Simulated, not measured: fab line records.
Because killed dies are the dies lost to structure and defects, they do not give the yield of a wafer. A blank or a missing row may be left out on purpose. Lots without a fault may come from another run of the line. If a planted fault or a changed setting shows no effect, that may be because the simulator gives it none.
Lot-split experiment || flow n5-finfet || 7 lots, 21 wafers read, on a route of 1938 steps

ABOUT THE SPLIT
At N5_BEOL_M0_SAQP_SPACER1_ALD_98 (deposits SiO2, target thk 12.8 nm, pulse time 1 s, purge time 2 s), the setting ald-cycles was moved away from the recipe's 138 on 8 of the 21 wafers read, by -13.8% to +13.0%. All remaining wafers had this setting at the recipe value.

FROM THE SPLIT TO THE READING: what the file shows between them, 2 steps
- N5_BEOL_M0_SAQP_SPACER1_ETCHBACK_99: etches SiO2 in CHF3/O2, target depth 15.4 nm, time 7.7 s
- N5_BEOL_M0_SAQP_MANDREL1_REMOVE_100: chemistry HBr/Cl2/O2, target a-Si, stops on SiNx, bt time 10 s

THE READING
At N5_BEOL_M0_SAQP_CD_MEAS_25: cd-nm in nanometres, against a target cd of 13.1 nm. A value of 12.79 nm with a standard deviation of 0.2 nm is what fault-free wafers of this fab line usually give.

{"wafer": "L074.3", "tool, chamber at the split": "ald-sin-02, 2,3,1", "ald-cycles as run": 138, "against the recipe": "recipe", "cd-nm, nm": 12.47, "against lot-mates on the recipe": "-"}
{"wafer": "L074.4", "tool, chamber at the split": "ald-sin-02, 2,3,1", "ald-cycles as run": 138, "against the recipe": "recipe", "cd-nm, nm": 12.69, "against lot-mates on the recipe": "-"}
{"wafer": "L074.5", "tool, chamber at the split": "ald-sin-02, 2,3,1", "ald-cycles as run": 138, "against the recipe": "recipe", "cd-nm, nm": 12.81, "against lot-mates on the recipe": "-"}
{"wafer": "L075.1", "tool, chamber at the split": "ald-sin-04, 2,1", "ald-cycles as run": 146, "against the recipe": "+5.8%", "cd-nm, nm": 13.86, "against lot-mates on the recipe": "+1.08"}
{"wafer": "L075.2", "tool, chamber at the split": "ald-sin-04, 2,1", "ald-cycles as run": 146, "against the recipe": "+5.8%", "cd-nm, nm": 13.70, "against lot-mates on the recipe": "+0.92"}
{"wafer": "L075.3", "tool, chamber at the split": "ald-sin-04, 0", "ald-cycles as run": 138, "against the recipe": "recipe", "cd-nm, nm": 12.78, "against lot-mates on the recipe": "-"}
{"wafer": "L082.2", "tool, chamber at the split": "ald-sin-02, 0,2", "ald-cycles as run": 119, "against the recipe": "-13.8%", "cd-nm, nm": 11.04, "against lot-mates on the recipe": -1.62}
{"wafer": "L082.4", "tool, chamber at the split": "ald-sin-02, 1", "ald-cycles as run": 138, "against the recipe": "recipe", "cd-nm, nm": 12.66, "against lot-mates on the recipe": "-"}
{"wafer": "L082.6", "tool, chamber at the split": "ald-sin-02, 0,2", "ald-cycles as run": 119, "against the recipe": "-13.8%", "cd-nm, nm": 10.87, "against lot-mates on the recipe": -1.79}
{"wafer": "L089.1", "tool, chamber at the split": "ald-sin-01, 0,3", "ald-cycles as run": 138, "against the recipe": "recipe", "cd-nm, nm": 12.92, "against lot-mates on the recipe": "-"}
{"wafer": "L089.3", "tool, chamber at the split": "ald-sin-01, 0,3", "ald-cycles as run": 138, "against the recipe": "recipe", "cd-nm, nm": 13.11, "against lot-mates on the recipe": "-"}
{"wafer": "L089.4", "tool, chamber at the split": "ald-sin-01, 2", "ald-cycles as run": 156, "against the recipe": "+13.0%", "cd-nm, nm": 14.48, "against lot-mates on the recipe": "+1.46"}
{"wafer": "L093.3", "tool, chamber at the split": "ald-sin-04, 2", "ald-cycles as run": 129, "against the recipe": "-6.5%", "cd-nm, nm": 11.76, "against lot-mates on the recipe": -1.19}
{"wafer": "L093.4", "tool, chamber at the split": "ald-sin-04, 0", "ald-cycles as run": 138, "against the recipe": "recipe", "cd-nm, nm": 12.95, "against lot-mates on the recipe": "-"}
{"wafer": "L093.6", "tool, chamber at the split": "ald-sin-04, 2", "ald-cycles as run": 129, "against the recipe": "-6.5%", "cd-nm, nm": 11.97, "against lot-mates on the recipe": -0.98}
{"wafer": "L094.2", "tool, chamber at the split": "ald-sin-04, 1,0,3", "ald-cycles as run": 138, "against the recipe": "recipe", "cd-nm, nm": 12.75, "against lot-mates on the recipe": "-"}
{"wafer": "L094.3", "tool, chamber at the split": "ald-sin-04, 1,0,3", "ald-cycles as run": 138, "against the recipe": "recipe", "cd-nm, nm": 12.76, "against lot-mates on the recipe": "-"}
{"wafer": "L094.4", "tool, chamber at the split": "ald-sin-04, 1,0,3", "ald-cycles as run": 138, "against the recipe": "recipe", "cd-nm, nm": 12.61, "against lot-mates on the recipe": "-"}
{"wafer": "L096.2", "tool, chamber at the split": "ald-sin-02, 2,0", "ald-cycles as run": 138, "against the recipe": "recipe", "cd-nm, nm": 12.51, "against lot-mates on the recipe": "-"}
{"wafer": "L096.4", "tool, chamber at the split": "ald-sin-02, 1", "ald-cycles as run": 124, "against the recipe": "-10.1%", "cd-nm, nm": 11.35, "against lot-mates on the recipe": -1.33}
{"wafer": "L096.5", "tool, chamber at the split": "ald-sin-02, 2,0", "ald-cycles as run": 138, "against the recipe": "recipe", "cd-nm, nm": 12.85, "against lot-mates on the recipe": "-"}
The file does not say which wafer passed through which chamber wherever a row lists several chambers: such a row stands for several wafers.

THE FIT
A straight line over all 21 wafers: cd-nm changes by +0.137 nm for each +1% of ald-cycles; r = +0.98; the points scatter about the line by 0.17 nm.
The same after taking each lot's own level away (the mean of its wafers on the recipe; 21 wafers): +0.131 nm for each +1%; r = +0.98; scatter 0.16 nm.
According to that fit, moving ald-cycles by its largest amount changes the reading by 1.8 nm.
Measured against the standard deviation above, the lots' own levels, which go from 12.657 to 13.015 nm, span 1.8 times it.
The two slopes are in agreement: the lot-to-lot level therefore moves the slope only a little.
Check: with one of the wafers moved furthest among these (-13.8%) left out of the fit, the line predicts -1.86 nm for it against its lot-mates. It came out at -1.62 nm against them.

FURTHER SPLITS ON THESE WAFERS
Note: prior to the reading, these wafers also went through further splits. Each is held against what the fit with the lots' levels taken away leaves over:
{"other split on the same wafers": "N5_GATE_CUT_COAT_34 spin-rpm", "wafers away from the commonest value": 4, "r with cd-nm (lot level and that fit taken away)": "+0.01"}
{"other split on the same wafers": "N5_MOL_CONTACT_COAG_ETCHBACK_135 time-s", "wafers away from the commonest value": 5, "r with cd-nm (lot level and that fit taken away)": -0.30}
{"other split on the same wafers": "N5_MOL_CONTACT_COAG_VIA_ETCH_46 bias-w", "wafers away from the commonest value": 11, "r with cd-nm (lot level and that fit taken away)": "+0.00"}
{"other split on the same wafers": "N5_BEOL_M0_SAQP_PECVD_96 time-s", "wafers away from the commonest value": 8, "r with cd-nm (lot level and that fit taken away)": -0.49}

THE WHOLE CHAIN: every reading that the file lists as answering this split, in the file's order
{"step": "N5_BEOL_M0_SAQP_SPACER1_ALD_98", "what it does": "deposits SiO2, target thk 12.8 nm, pulse time 1 s, purge time 2 s", "reading": "SiO2_of_BEOL_M0_SAQP_SPACER1_ALD_98.thk-nm (the simulator's own value, which no gauge read)", "change (the file's fit)": "+0.13 nm for each +1% of the setting", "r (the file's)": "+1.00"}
{"step": "N5_BEOL_M0_SAQP_MANDREL1_REMOVE_100", "what it does": "chemistry HBr/Cl2/O2, target a-Si, stops on SiNx, bt time 10 s", "reading": "BEOL_M0_SAQP.cd-nm (the simulator's own value, which no gauge read)", "change (the file's fit)": "+0.13 nm for each +1% of the setting", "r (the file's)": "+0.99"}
{"step": "N5_BEOL_M0_SAQP_MANDREL1_REMOVE_100", "what it does": "chemistry HBr/Cl2/O2, target a-Si, stops on SiNx, bt time 10 s", "reading": "SiO2_of_BEOL_M0_SAQP_SPACER1_ALD_98.thk-nm (the simulator's own value, which no gauge read)", "change (the file's fit)": "+0.125 nm for each +1% of the setting", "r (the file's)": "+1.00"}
{"step": "N5_BEOL_M0_SAQP_CD_MEAS_25", "what it does": "target cd 13.1 nm", "reading": "cd-nm", "change (the file's fit)": "+0.128 nm for each +1% of the setting", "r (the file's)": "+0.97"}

THE FILE'S OWN FIT
cd-nm changes by +0.128 nm for each +1% of ald-cycles, r = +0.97.
